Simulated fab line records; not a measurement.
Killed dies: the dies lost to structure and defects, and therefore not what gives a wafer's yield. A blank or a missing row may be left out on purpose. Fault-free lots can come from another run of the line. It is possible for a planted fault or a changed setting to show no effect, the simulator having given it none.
Chamber matching    flow nandHarc    NHARC_P_GATE_DESCUM_93 on rieDiel-10 has 4 sister chambers
The step chemistry O2, time 3 s. 8 wafers are shown with their chamber, then 9 later ones without.

== WAFERS PAIRED WITH THEIR CHAMBERS ==
wafer   chamber  drypumpMotorCurrentA (A)  throttleValvePct (%)
L087.1  2        6.0                       11.319
L087.2  1        5.0                       11.311
L088.3  0        6.2                       11.313
L088.4  3        5.7                       11.313
L088.5  1        5.0                       11.316
L089.1  3        5.7                       11.323
L089.4  0        6.2                       11.303
L089.5  2        6.1                       11.290

== WAFERS WHOSE CHAMBER IS MISSING ==
wafer   drypumpMotorCurrentA (A)  throttleValvePct (%)
L090.1  5.7                       11.307
L090.2  6.2                       11.328
L090.5  5.0                       11.313
L091.1  5.8                       11.313
L091.5  5.7                       11.303
L091.6  6.2                       11.302
L092.1  5.8                       11.308
L092.2  6.2                       11.296
L092.5  6.1                       11.315

== EACH ONE'S CHAMBER ==
wafer   from the rows above      in truth
L090.1  3                        3
L090.2  0                        0
L090.5  1                        1
L091.1  3                        3
L091.5  3                        3
L091.6  0                        0
L092.1  3                        3
L092.2  0                        0
L092.5  can't be placed: 2 or 0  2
Correct placement for 8 of the 9. Can't be placed from these rows: 1 (the true chamber is among the candidates in 1). 0 placed wrongly.
How it was worked out, from the rows above alone: a wafer's distance from a chamber is the root of the sum, over the readings, of the square of ((its reading less the chamber's mean) divided by the reading's scatter). The wafer belongs to the nearest chamber; if the next one is less than 2 further off, it can't be placed. Each chamber's mean is taken over the wafers shown for it. The scatter: the root of (the sum of the squares of (reading less its chamber's mean) over the shown wafers, divided by (wafers less chambers)).
